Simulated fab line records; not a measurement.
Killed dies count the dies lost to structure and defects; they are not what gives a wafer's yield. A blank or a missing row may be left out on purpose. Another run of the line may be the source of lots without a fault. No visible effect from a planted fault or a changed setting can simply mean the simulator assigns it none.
Matching of chambers	flow nand harc	ald metal-01 running NHARC_P_CONTACT_ALD_22: 4 sister chambers
The step deposits TiN, target thk 3 nm, pulse time 1 s, ald cycles 150. 20 wafers are shown with their chamber, then 10 later ones without.

WAFERS, EACH WITH ITS CHAMBER
wafer	chamber	heater power w (W)	precursor pulse height rel
L075.2	0	1071	0.969
L075.3	2	1205	0.969
L075.4	1	900	0.954
L077.2	1	894	1.011
L077.3	3	945	1.012
L077.5	2	1193	1.001
L080.1	0	1083	1.004
L080.2	1	925	1.017
L080.6	1	921	1.002
L081.2	0	1072	0.982
L081.3	1	919	0.996
L081.5	1	924	0.985
L083.2	1	931	0.996
L083.5	0	1076	1.006
L083.6	1	923	0.996
L085.2	2	1171	1.049
L085.3	0	1064	1.035
L085.6	1	912	1.002
L088.1	1	923	0.999
L088.4	3	950	0.976

SIGNATURES (averages over the wafers above)
reading	chamber 0	chamber 1	chamber 2	chamber 3	scatter within a chamber
heater power w	1073.20	917.20	1189.67	947.50	11.3
precursor pulse height rel	0.99920	0.99580	1.00633	0.99400	0.0238
Rule: for each reading, subtract the chamber's mean from the wafer's reading, divide by that reading's scatter and square the result; add these up over the readings and take the root, which gives the wafer's distance from the chamber. The wafer belongs to the nearest chamber; if the next one is less than 2 further off, it can't be placed. The scatter: the root of (the sum of the squares of (reading less its chamber's mean) over the shown wafers, divided by (wafers less chambers)).

WAFERS MISSING THEIR CHAMBER
wafer	heater power w (W)	precursor pulse height rel
L088.5	989	1.033
L091.2	1205	0.993
L091.3	979	0.959
L091.4	1092	0.981
L093.1	957	1.011
L093.5	1076	1.009
L093.6	985	0.994
L097.2	903	1.014
L097.3	955	0.998
L097.5	1073	1.030

CHAMBER TAKEN BY EACH
wafer	from the rows above	in truth
L088.5	3	3
L091.2	2	2
L091.3	3	3
L091.4	0	0
L093.1	3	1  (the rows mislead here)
L093.5	0	0
L093.6	3	3
L097.2	1	1
L097.3	3	3
L097.5	0	0
Placed correctly: 9 of 10. From these rows, 0 cannot be placed. Placed wrongly: 1.
